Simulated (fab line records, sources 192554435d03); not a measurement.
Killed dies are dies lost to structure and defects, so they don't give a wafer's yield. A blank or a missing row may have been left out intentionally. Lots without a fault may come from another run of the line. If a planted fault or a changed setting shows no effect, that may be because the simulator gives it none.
Matching of chambers :: flow n5_finfet :: N5_ZERO_LAYER_ETCH_18 on rie_si-04: 4 sister chambers
The step etches Si in HBr/Cl2, target depth 120 nm, time 40 s. 14 wafers are shown with their chamber, then 7 later ones without.

== WAFERS WITH THEIR CHAMBER ==
wafer: L075.2
chamber: 2
throttle_valve_pct (%): 36.14
drypump_motor_current_A (A): 6.6
oes_product_au (a.u.): 1.009

wafer: L075.3
chamber: 1
throttle_valve_pct (%): 36.24
drypump_motor_current_A (A): 6.1
oes_product_au (a.u.): 0.985

wafer: L075.4
chamber: 0
throttle_valve_pct (%): 35.87
drypump_motor_current_A (A): 5.8
oes_product_au (a.u.): 0.998

wafer: L076.1
chamber: 2
throttle_valve_pct (%): 36.14
drypump_motor_current_A (A): 6.6
oes_product_au (a.u.): 0.998

wafer: L076.2
chamber: 1
throttle_valve_pct (%): 36.21
drypump_motor_current_A (A): 6.1
oes_product_au (a.u.): 0.981

wafer: L076.4
chamber: 0
throttle_valve_pct (%): 35.87
drypump_motor_current_A (A): 5.8
oes_product_au (a.u.): 0.996

wafer: L077.1
chamber: 3
throttle_valve_pct (%): 35.89
drypump_motor_current_A (A): 6.1
oes_product_au (a.u.): 1.007

wafer: L077.2
chamber: 1
throttle_valve_pct (%): 36.22
drypump_motor_current_A (A): 6.1
oes_product_au (a.u.): 0.981

wafer: L077.5
chamber: 2
throttle_valve_pct (%): 36.13
drypump_motor_current_A (A): 6.7
oes_product_au (a.u.): 1.002

wafer: L081.1
chamber: 2
throttle_valve_pct (%): 36.14
drypump_motor_current_A (A): 6.7
oes_product_au (a.u.): 1.006

wafer: L081.3
chamber: 0
throttle_valve_pct (%): 35.87
drypump_motor_current_A (A): 5.8
oes_product_au (a.u.): 0.996

wafer: L081.6
chamber: 2
throttle_valve_pct (%): 36.14
drypump_motor_current_A (A): 6.7
oes_product_au (a.u.): 0.994

wafer: L090.1
chamber: 0
throttle_valve_pct (%): 35.89
drypump_motor_current_A (A): 5.8
oes_product_au (a.u.): 0.998

wafer: L090.4
chamber: 3
throttle_valve_pct (%): 35.87
drypump_motor_current_A (A): 6.2
oes_product_au (a.u.): 1.006

SIGNATURES, as means of the wafers listed above
reading: throttle_valve_pct
chamber 0: 35.8750
chamber 1: 36.2233
chamber 2: 36.1380
chamber 3: 35.8800
scatter within a chamber: 0.0102

reading: drypump_motor_current_A
chamber 0: 5.800
chamber 1: 6.100
chamber 2: 6.660
chamber 3: 6.150
scatter within a chamber: 0.0412

reading: oes_product_au
chamber 0: 0.99700
chamber 1: 0.98233
chamber 2: 1.00180
chamber 3: 1.00650
scatter within a chamber: 0.004
Rule: distance of a wafer from a chamber = root of the sum over the readings of ((wafer's reading minus chamber's mean) / reading's scatter) squared. The wafer belongs to the nearest chamber; if the next one is less than 2 further off, it can't be placed. The scatter is the square root of a quotient: the sum, over the shown wafers, of each reading's squared deviation from its chamber's mean, divided by wafers minus chambers.

== WAFERS WHOSE CHAMBER IS MISSING ==
wafer: L090.5
throttle_valve_pct (%): 35.88
drypump_motor_current_A (A): 5.8
oes_product_au (a.u.): 1.003

wafer: L093.1
throttle_valve_pct (%): 35.87
drypump_motor_current_A (A): 5.8
oes_product_au (a.u.): 0.993

wafer: L093.3
throttle_valve_pct (%): 36.25
drypump_motor_current_A (A): 6.1
oes_product_au (a.u.): 0.984

wafer: L093.5
throttle_valve_pct (%): 35.88
drypump_motor_current_A (A): 6.1
oes_product_au (a.u.): 0.997

wafer: L095.1
throttle_valve_pct (%): 35.87
drypump_motor_current_A (A): 6.1
oes_product_au (a.u.): 0.995

wafer: L095.2
throttle_valve_pct (%): 36.13
drypump_motor_current_A (A): 6.7
oes_product_au (a.u.): 1.000

wafer: L095.4
throttle_valve_pct (%): 35.87
drypump_motor_current_A (A): 5.8
oes_product_au (a.u.): 1.002

== THE CHAMBER EACH PASSED THROUGH ==
wafer: L090.5
from the rows above: 0
in truth: 0

wafer: L093.1
from the rows above: 0
in truth: 0

wafer: L093.3
from the rows above: 1
in truth: 1

wafer: L093.5
from the rows above: 3
in truth: 3

wafer: L095.1
from the rows above: 3
in truth: 3

wafer: L095.2
from the rows above: 2
in truth: 2

wafer: L095.4
from the rows above: 0
in truth: 0
Correct placement for 7 of the 7. Not placeable from these rows: 0. Wrongly placed: 0.
